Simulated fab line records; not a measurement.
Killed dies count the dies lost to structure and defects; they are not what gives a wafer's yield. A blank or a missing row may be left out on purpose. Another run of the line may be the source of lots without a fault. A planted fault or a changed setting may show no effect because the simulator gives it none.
The same fault as seen by 3 desks	flow n5Finfet	every desk sees just its own numbers, and what lay behind them comes last

## THE DEFECT DESK
Per lot, the means of the sampled wafers with a number show what the inspections along the route counted. If a lot's mean is further than 4 standard deviations from the usual mean, the lot is out of limits and carries the mark OUT (the distance appears in the brackets).
Columns: A = rawDefectCount at N5_ZERO_LAYER_INSPECT_20, usual 38; B = rawDefectCount at N5_WELL_APT_INSPECT_10, usual 2.1
lot	first seen here	A	B
L783	day 1 13:34	63	3.7
L784	day 1 19:16	38	3.0
L786	day 2 07:15	32	3.0
L787	day 2 13:15	33	1.7
L789	day 3 01:50	36	2.0
L790	day 3 07:42	33	2.7
L792	day 3 19:26	60	1.7
L793	day 4 01:17	31	1.0
L802	day 6 07:23	41	0.0
L804	day 6 19:16	51	2.7
L806	day 7 07:27	31	2.0
This desk's verdict: no lot among the 11 shows anything out of limits.

## FOR THE TOOL OWNER'S DESK: rieSi-05
The tool's own readings at N5_PMOS_HMC_CHANNEL_EPI_FIN_RECESS_16 (chemistry HBr/Cl2, target Si, target depth 54 nm, time 18 s): means of the sampled wafers that have a number, for each lot that ran on this tool. If a lot's mean is further than 4 standard deviations from the usual mean, the lot is out of limits and carries the mark OUT (the distance appears in the brackets).
Columns: A = drypumpMotorCurrentA at N5_PMOS_HMC_CHANNEL_EPI_FIN_RECESS_16, usual 5.9 A; B = oesProductAu at N5_PMOS_HMC_CHANNEL_EPI_FIN_RECESS_16, usual 0.999 a.u.; C = throttleValvePct at N5_PMOS_HMC_CHANNEL_EPI_FIN_RECESS_16, usual 35.4 %
lot	first seen here	A	B	C
L783	day 1 18:13	5.8	0.987	35.7
L784	day 1 23:26	5.8	0.984	35.7
L793	day 4 06:04	5.7	0.986	35.7
L802	day 6 12:04	5.8	0.986	35.7
This desk's verdict: no lot among the 4 shows anything out of limits.

## AT THE METROLOGY DESK
What the gauges read, lot by lot, whatever tool the lot ran on: means of the sampled wafers that have a number. If a lot's mean is further than 4 standard deviations from the usual mean, the lot is out of limits and carries the mark OUT (the distance appears in the brackets).
Columns: A = HMC_CMP_THK at N5_PMOS_HMC_CHANNEL_EPI_THK_MEAS_22, usual 54.2 nm
lot	first seen here	A
L783	day 1 20:09	55.1
L784	day 2 01:38	54.3
L786	day 2 13:44	54.0
L787	day 2 19:40	53.8
L789	day 3 08:13	55.0
L790	day 3 14:40	55.0
L792	day 4 03:26	53.1
L793	day 4 08:17	53.5
L802	day 6 13:53	52.4
L804	day 7 02:13	55.1
L806	day 7 13:56	53.6
This desk's verdict: no lot among the 11 shows anything out of limits.

## PUT TOGETHER
The defect desk saw nothing out of limits.
The tool owner's desk saw nothing out of limits.
At the metrology desk, nothing out of limits was observed.

## WHAT WAS PUT IN BY THE SIMULATOR
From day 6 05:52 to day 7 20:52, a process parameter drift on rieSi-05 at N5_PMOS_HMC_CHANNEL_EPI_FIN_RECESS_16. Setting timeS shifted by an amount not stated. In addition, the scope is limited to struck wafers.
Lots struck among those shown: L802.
